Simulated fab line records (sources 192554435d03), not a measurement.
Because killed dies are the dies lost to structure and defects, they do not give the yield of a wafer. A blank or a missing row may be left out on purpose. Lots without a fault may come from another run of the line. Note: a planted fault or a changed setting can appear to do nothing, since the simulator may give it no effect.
Matching of chambers | flow n5-finfet | N5_BEOL_M1_ETCH_74 on rie-diel-02 has 4 sister chambers
The step etches underlayer in N2/H2, target depth 6.5 nm, time 5.2 s. 4 wafers are shown with their chamber, then 12 later ones without.

## EACH WAFER AND ITS CHAMBER
wafer  | chamber | showerhead-plenum-p-Torr (Torr)
L085.1 | 1       | 2.49
L085.4 | 2       | 2.49
L085.5 | 0       | 2.51
L085.6 | 3       | 2.63

## WAFERS WITH NO CHAMBER GIVEN
wafer  | showerhead-plenum-p-Torr (Torr)
L089.1 | 2.63
L089.2 | 2.48
L089.3 | 2.51
L089.4 | 2.49
L089.5 | 2.63
L089.6 | 2.51
L095.1 | 2.48
L095.4 | 2.48
L095.5 | 2.50
L096.3 | 2.50
L096.4 | 2.48
L096.6 | 2.48

## WHICH CHAMBER EACH WENT THROUGH
wafer  | from the rows above          | in truth
L089.1 | 3                            | 3
L089.2 | can't be placed: 1 or 2      | 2
L089.3 | 0                            | 0
L089.4 | can't be placed: 1 or 2      | 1
L089.5 | 3                            | 3
L089.6 | 0                            | 0
L095.1 | can't be placed: 1 or 2      | 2
L095.4 | can't be placed: 1 or 2      | 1
L095.5 | can't be placed: 0 or 1 or 2 | 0
L096.3 | can't be placed: 0 or 1 or 2 | 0
L096.4 | can't be placed: 1 or 2      | 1
L096.6 | can't be placed: 1 or 2      | 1
Correctly placed: 4 of 12. Cannot be placed on the basis of these rows: 8; the candidates contain the true chamber in 8. Placed wrongly: 0.
How it was worked out, from the rows above alone: a wafer's distance from a chamber is the root of the sum, over the readings, of the square of ((its reading less the chamber's mean) divided by the reading's scatter). If the next closest chamber is less than 2 further off than the closest, the wafer can't be placed; otherwise it belongs to the closest. For every chamber, the mean is computed from those of its wafers that are shown. The scatter (one wafer shown for each chamber): square how far every hidden wafer sits from the nearest shown wafer, average those squares and take the square root.
